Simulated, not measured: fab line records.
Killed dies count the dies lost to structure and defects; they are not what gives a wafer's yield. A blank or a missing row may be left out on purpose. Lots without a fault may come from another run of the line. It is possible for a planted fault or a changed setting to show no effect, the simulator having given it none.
What tool caused it?    flow n5 finfet    22 lots, 66 wafers sampled, at 6 steps of a route of 1938

WHAT THE GAUGES SHOWED, per wafer
N5_PASSIVATION_OVL_MEAS_66.
lot   measured      on          PASS_OPEN_OVL (nm)
L076  day 16 14:20  overlay-02  5 2 -5
L074  day 16 21:29  overlay-02  6 10 12
L075  day 17 00:42  overlay-01  18 18 14
L077  day 17 04:44  overlay-01  3 2 1
L078  day 17 04:15  overlay-01  11 14 14
L079  day 17 16:14  overlay-02  0 2 3
L081  day 17 20:43  overlay-01  -13 -2 0
L083  day 17 20:52  overlay-01  11 1 9
L080  day 18 01:05  overlay-02  11 11 9
L082  day 18 01:53  overlay-02  5 7 6
L085  day 18 09:23  overlay-01  4 2 -4
L084  day 19 00:37  overlay-02  11 12 6
L086  day 18 22:20  overlay-02  8 8 8
L091  day 19 14:45  overlay-01  -4 2 7
L087  day 19 19:02  overlay-02  9 6 6
L090  day 19 21:35  overlay-01  -5 -5 0
L088  day 20 01:11  overlay-01  13 6 10
L092  day 20 01:09  overlay-01  5 0 11
L093  day 20 21:12  overlay-01  15 8 8
L094  day 20 23:52  overlay-02  6 12 13
L096  day 21 17:53  overlay-01  -11 -1 -1
L097  day 22 02:56  overlay-01  0 10 6

WHAT TOOL EACH LOT RAN ON (gives the tool, then ch and the chambers of the sampled wafers, and finally the start)
lot   N5_BEOL_M15_DEGAS_41          N5_MIM_TOP_LITHO_DESCUM_10          N5_MIM_BOT_LITHO_DESCUM_10          N5_PASSIVATION_DESCUM_12            N5_PASSIVATION_STRIP_14
L076  pvd sputter-02, day 15 23:13  rie diel-05 ch 1,2,3, day 16 06:50  rie diel-01 ch 0,1,3, day 16 07:35  rie diel-02 ch 0,2,3, day 16 10:28  rie diel-02 ch 0,2,3, day 16 10:49
L074  pvd sputter-03, day 16 07:33  rie diel-04 ch 0,2,3, day 16 12:50  rie diel-05 ch 1,3, day 16 13:49    rie diel-03 ch 1,3, day 16 17:22    rie diel-03 ch 1,3, day 16 17:43
L075  pvd sputter-03, day 16 12:38  rie diel-05 ch 1,2, day 16 18:27    rie diel-04 ch 1,2, day 16 19:23    rie diel-03 ch 0,3, day 16 21:02    rie diel-03 ch 0,3, day 16 21:23
L077  pvd sputter-02, day 16 14:46  rie diel-05 ch 0,1,3, day 16 19:49  rie diel-05 ch 2,3, day 16 20:40    rie diel-06 ch 1,2, day 17 01:13    rie diel-06 ch 1,2, day 17 01:34
L078  pvd sputter-03, day 16 15:13  rie diel-05 ch 1,2, day 16 20:17    rie diel-05 ch 1,3, day 16 21:35    rie diel-03 ch 0,1,3, day 17 00:56  rie diel-03 ch 0,1,3, day 17 01:17
L079  pvd sputter-02, day 17 04:56  rie diel-01 ch 1,2, day 17 09:22    rie diel-01 ch 0,2, day 17 10:14    rie diel-06 ch 1,2,3, day 17 12:19  rie diel-06 ch 1,2,3, day 17 12:40
L081  pvd sputter-01, day 17 06:40  rie diel-01 ch 1,2, day 17 13:11    rie diel-04 ch 0,1,2, day 17 13:56  rie diel-06 ch 0,2, day 17 17:17    rie diel-06 ch 0,2, day 17 17:38
L083  pvd sputter-01, day 17 07:04  rie diel-01 ch 0,1, day 17 13:41    rie diel-01 ch 0,1, day 17 14:32    rie diel-02 ch 1,3, day 17 17:19    rie diel-02 ch 1,3, day 17 17:40
L080  pvd sputter-01, day 17 14:37  rie diel-01 ch 1,2, day 17 18:59    rie diel-05 ch 1,2, day 17 19:44    rie diel-02 ch 0,1,3, day 17 21:17  rie diel-02 ch 0,1,3, day 17 21:38
L082  pvd sputter-02, day 17 14:39  rie diel-01 ch 0,1,2, day 17 19:09  rie diel-04 ch 0,2, day 17 20:01    rie diel-02 ch 0,1,3, day 17 22:31  rie diel-02 ch 0,1,3, day 17 22:52
L085  pvd sputter-02, day 17 18:21  rie diel-04 ch 0,2, day 17 23:58    rie diel-04 ch 2,3, day 18 00:50    rie diel-02 ch 0,1,2, day 18 05:46  rie diel-02 ch 0,1,2, day 18 06:07
L084  pvd sputter-02, day 18 09:46  rie diel-01 ch 0,2,3, day 18 14:31  rie diel-04 ch 2,3, day 18 15:35    rie diel-02 ch 1,2, day 18 20:58    rie diel-02 ch 1,2, day 18 21:19
L086  pvd sputter-02, day 18 10:11  rie diel-01 ch 0,3, day 18 14:46    rie diel-04 ch 0,2,3, day 18 15:43  rie diel-03 ch 0,3, day 18 17:31    rie diel-03 ch 0,3, day 18 17:52
L091  pvd sputter-01, day 19 00:19  rie diel-04 ch 1,2, day 19 07:05    rie diel-05 ch 0,2,3, day 19 07:49  rie diel-06 ch 2,3, day 19 11:21    rie diel-06 ch 2,3, day 19 11:43
L087  pvd sputter-02, day 19 06:13  rie diel-05 ch 0,2,3, day 19 12:26  rie diel-01 ch 0,1,3, day 19 13:12  rie diel-06 ch 1,2, day 19 15:20    rie diel-06 ch 1,2, day 19 15:41
L090  pvd sputter-03, day 19 08:08  rie diel-05 ch 2,3, day 19 13:18    rie diel-05 ch 1,2, day 19 14:26    rie diel-06 ch 0,2,3, day 19 17:41  rie diel-06 ch 0,2,3, day 19 18:02
L088  pvd sputter-01, day 19 11:14  rie diel-05 ch 0,1,2, day 19 18:32  rie diel-01 ch 0,2,3, day 19 19:29  rie diel-02 ch 0,1,3, day 19 21:39  rie diel-02 ch 0,1,3, day 19 22:01
L092  pvd sputter-03, day 19 11:59  rie diel-01 ch 0,1,2, day 19 18:42  rie diel-05 ch 0,1,2, day 19 19:41  rie diel-03 ch 0,3, day 19 21:49    rie diel-03 ch 0,3, day 19 22:10
L093  pvd sputter-02, day 20 07:36  rie diel-04 ch 0,2, day 20 13:17    rie diel-01 ch 0,1,3, day 20 14:01  rie diel-06 ch 0,1, day 20 17:53    rie diel-06 ch 0,1, day 20 18:14
L094  pvd sputter-02, day 20 10:10  rie diel-04 ch 0,1,2, day 20 16:41  rie diel-04 ch 0,1,3, day 20 17:38  rie diel-03 ch 1,3, day 20 19:44    rie diel-03 ch 1,3, day 20 20:05
L096  pvd sputter-02, day 21 02:49  rie diel-01 ch 0,1, day 21 10:19    rie diel-04 ch 0,1,2, day 21 11:10  rie diel-02 ch 0,1, day 21 14:01    rie diel-02 ch 0,1, day 21 14:22
L097  pvd sputter-03, day 21 16:03  rie diel-05 ch 1,2,3, day 21 21:03  rie diel-05 ch 0,2, day 21 21:49    rie diel-03 ch 2,3, day 21 23:29    rie diel-03 ch 2,3, day 21 23:50
- N5_BEOL_M15_DEGAS_41: time 60 s.
- N5_MIM_TOP_LITHO_DESCUM_10: chemistry O2, time 7.9 s.
- N5_MIM_BOT_LITHO_DESCUM_10: chemistry O2, time 7.9 s.
- N5_PASSIVATION_DESCUM_12: chemistry O2, time 7.9 s.
- N5_PASSIVATION_STRIP_14: strips in O2.

AS READ BY THE TOOLS THEMSELVES (means over the sampled wafers that have a number; for cases with no such wafer, the mark the record gives instead)
N5_BEOL_M15_DEGAS_41.
lot   tool            heater power w (W)
L076  pvd sputter-02  459
L074  pvd sputter-03  476
L075  pvd sputter-03  472
L077  pvd sputter-02  435
L078  pvd sputter-03  470
L079  pvd sputter-02  480
L081  pvd sputter-01  470
L083  pvd sputter-01  407
L080  pvd sputter-01  461
L082  pvd sputter-02  480
L085  pvd sputter-02  460
L084  pvd sputter-02  529
L086  pvd sputter-02  429
L091  pvd sputter-01  416
L087  pvd sputter-02  403
L090  pvd sputter-03  464
L088  pvd sputter-01  458
L092  pvd sputter-03  492
L093  pvd sputter-02  522
L094  pvd sputter-02  463
L096  pvd sputter-02  509
L097  pvd sputter-03  484

N5_MIM_TOP_LITHO_DESCUM_10.
lot   tool         drypump motor current A (A)  oes product au (a.u.)  rf fwd power W (W)  rf vpp V (V)  showerhead plenum p Torr (Torr)  throttle valve pct (%)
L076  rie diel-05  6.2                          0.79                   49.59               244.2         2.17                             20.45
L074  rie diel-04  5.5                          0.84                   49.43               242.8         2.08                             20.25
L075  rie diel-05  5.9                          0.79                   49.62               243.2         2.12                             20.34
L077  rie diel-05  6.2                          0.77                   49.81               244.6         2.20                             20.46
L078  rie diel-05  6.1                          0.80                   49.48               243.9         2.16                             20.49
L079  rie diel-01  5.8                          0.88                   49.85               242.8         2.05                             20.42
L081  rie diel-01  5.8                          0.87                   49.85               241.9         2.05                             20.43
L083  rie diel-01  6.1                          0.81                   49.90               243.2         2.10                             20.58
L080  rie diel-01  5.6                          0.89                   49.74               242.5         2.05                             20.19
L082  rie diel-01  5.9                          0.83                   49.73               243.2         2.09                             20.35
L085  rie diel-04  5.5                          0.76                   49.69               242.8         2.05                             20.30
L084  rie diel-01  6.1                          0.88                   49.55               243.2         2.09                             20.17
L086  rie diel-01  6.3                          0.89                   49.57               242.7         2.10                             20.21
L091  rie diel-04  5.9                          0.75                   49.39               242.3         2.07                             20.37
L087  rie diel-05  6.1                          0.74                   49.72               243.7         2.16                             20.33
L090  rie diel-05  6.1                          0.76                   49.76               242.8         2.12                             20.32
L088  rie diel-05  5.9                          0.75                   49.57               243.9         2.15                             20.38
L092  rie diel-01  5.9                          0.81                   49.75               242.7         2.08                             20.38
L093  rie diel-04  5.3                          0.78                   49.45               242.0         2.04                             20.37
L094  rie diel-04  5.7                          0.78                   49.39               242.1         2.07                             20.42
L096  rie diel-01  6.1                          0.77                   49.90               243.4         2.09                             20.63
L097  rie diel-05  6.2                          0.75                   49.75               244.0         2.15                             20.51

N5_MIM_BOT_LITHO_DESCUM_10.
lot   tool         drypump motor current A (A)  oes product au (a.u.)  rf fwd power W (W)  rf vpp V (V)  showerhead plenum p Torr (Torr)  throttle valve pct (%)
L076  rie diel-01  6.2                          0.78                   49.79               243.5         2.10                             20.44
L074  rie diel-05  6.4                          0.81                   49.52               244.6         2.21                             20.61
L075  rie diel-04  6.1                          0.81                   49.79               242.8         2.11                             20.43
L077  rie diel-05  6.1                          0.78                   49.79               244.8         2.13                             20.29
L078  rie diel-05  6.5                          0.79                   49.83               244.3         2.21                             20.58
L079  rie diel-01  6.0                          0.80                   49.53               243.8         2.13                             20.25
L081  rie diel-04  5.7                          0.81                   49.74               243.1         2.07                             20.38
L083  rie diel-01  6.1                          0.77                   49.82               244.2         2.13                             20.50
L080  rie diel-05  5.9                          0.78                   49.55               243.7         2.11                             20.35
L082  rie diel-04  5.5                          0.77                   49.46               243.6         2.05                             20.30
L085  rie diel-04  5.7                          0.78                   49.51               243.5         2.07                             20.23
L084  rie diel-04  5.6                          0.83                   49.56               242.8         2.10                             20.20
L086  rie diel-04  5.5                          0.81                   49.72               243.2         2.07                             20.27
L091  rie diel-05  6.0                          0.75                   49.65               244.6         2.16                             20.34
L087  rie diel-01  6.2                          0.83                   49.45               243.0         2.09                             20.41
L090  rie diel-05  6.1                          0.78                   49.63               243.5         2.15                             20.54
L088  rie diel-01  6.0                          0.85                   49.57               242.8         2.08                             20.19
L092  rie diel-05  5.9                          0.76                   49.55               244.6         2.15                             20.38
L093  rie diel-01  6.2                          0.81                   49.67               242.0         2.09                             20.42
L094  rie diel-04  5.7                          0.83                   49.71               242.8         2.08                             20.39
L096  rie diel-04  5.7                          0.77                   49.57               243.9         2.06                             20.45
L097  rie diel-05  5.7                          0.72                   49.62               244.2         2.13                             20.25

N5_PASSIVATION_DESCUM_12.
lot   tool         drypump motor current A (A)  oes product au (a.u.)  rf fwd power W (W)  rf vpp V (V)  showerhead plenum p Torr (Torr)  throttle valve pct (%)
L076  rie diel-02  5.7                          0.74                   49.75               242.0         2.06                             20.5
L074  rie diel-03  6.1                          0.84                   49.73               243.2         2.12                             20.1
L075  rie diel-03  6.1                          0.75                   49.63               242.4         2.07                             20.4
L077  rie diel-06  5.7                          0.71                   49.71               242.6         2.04                             20.7
L078  rie diel-03  5.9                          0.82                   49.70               242.9         2.08                             20.3
L079  rie diel-06  5.6                          0.74                   49.51               243.1         2.11                             20.5
L081  rie diel-06  5.8                          0.73                   49.49               243.9         2.10                             20.1
L083  rie diel-02  5.2                          0.75                   49.66               244.0         2.17                             20.5
L080  rie diel-02  5.3                          0.74                   49.65               243.6         2.10                             20.5
L082  rie diel-02  5.3                          0.74                   49.80               243.1         2.10                             20.6
L085  rie diel-02  5.5                          0.81                   49.79               243.4         2.11                             20.7
L084  rie diel-02  5.5                          0.86                   49.69               244.2         2.19                             20.7
L086  rie diel-03  5.6                          0.79                   49.79               242.6         2.04                             20.4
L091  rie diel-06  5.5                          0.78                   49.58               245.7         2.16                             20.3
L087  rie diel-06  5.7                          0.69                   49.72               242.2         2.04                             20.7
L090  rie diel-06  5.6                          0.78                   49.62               244.4         2.11                             20.2
L088  rie diel-02  5.3                          0.74                   49.76               242.1         2.09                             20.6
L092  rie diel-03  5.6                          0.78                   49.66               242.8         2.04                             20.4
L093  rie diel-06  5.7                          0.74                   49.66               242.2         2.01                             20.8
L094  rie diel-03  6.1                          0.79                   49.82               243.4         2.11                             20.2
L096  rie diel-02  5.1                          0.72                   49.64               242.8         2.05                             20.8
L097  rie diel-03  6.1                          0.81                   49.75               244.0         2.17                             20.0

N5_PASSIVATION_STRIP_14.
lot   tool         drypump motor current A (A)  oes product au (a.u.)  rf vpp V (V)  showerhead plenum p Torr (Torr)  throttle valve pct (%)
L076  rie diel-02  5.7                          0.75                   3.7           2.07                             16.8
L074  rie diel-03  6.1                          0.85                   5.0           2.12                             16.5
L075  rie diel-03  6.1                          0.75                   3.9           2.07                             16.7
L077  rie diel-06  5.7                          0.70                   3.9           2.05                             16.9
L078  rie diel-03  5.9                          0.81                   2.9           2.08                             16.6
L079  rie diel-06  5.6                          0.75                   3.8           2.11                             16.8
L081  rie diel-06  5.8                          0.73                   4.4           2.10                             16.3
L083  rie diel-02  5.2                          0.76                   3.7           2.17                             16.7
L080  rie diel-02  5.3                          0.74                   2.7           2.11                             16.8
L082  rie diel-02  5.3                          0.74                   3.4           2.10                             16.8
L085  rie diel-02  5.5                          0.80                   3.8           2.11                             16.8
L084  rie diel-02  5.5                          0.87                   3.9           2.19                             16.8
L086  rie diel-03  5.6                          0.79                   3.6           2.05                             16.7
L091  rie diel-06  5.5                          0.77                   3.8           2.16                             16.6
L087  rie diel-06  5.7                          0.69                   2.6           2.04                             17.0
L090  rie diel-06  5.6                          0.78                   5.2           2.12                             16.5
L088  rie diel-02  5.4                          0.72                   4.6           2.10                             16.8
L092  rie diel-03  5.6                          0.78                   2.9           2.04                             16.7
L093  rie diel-06  5.7                          0.74                   4.5           2.02                             17.0
L094  rie diel-03  6.1                          0.79                   3.0           2.11                             16.5
L096  rie diel-02  5.2                          0.71                   3.8           2.06                             17.1
L097  rie diel-03  6.1                          0.81                   4.6           2.17                             16.3

THE ANSWER, worked out from the rows above alone
Rule: what is usual is taken from the lots themselves. The widest of any qualifying gaps counts: lots, ordered by their means at a reading, are off when they make up no more than a third of the lots, leave a main group of 4 or more, and stand apart from it by 3 or more times the standard deviation of that group's means. A main group whose means are all the same, to the digits that the tables above print for the reading, isn't used. A lot without any number at a reading at which 4 lots or more have one is off too. The other lots that the step has rows for count as sound. Order of review: gauges by route order, followed by the tools' own readings, for which a lot's mean as printed above is used. The first step at which some lot is off is used, and at that step the reading that is off furthest; a lot without a number counts as furthest.
Across all readings shown, no lot is off: no conclusion can be drawn from this.

WHAT THE SIMULATOR HAD INSERTED
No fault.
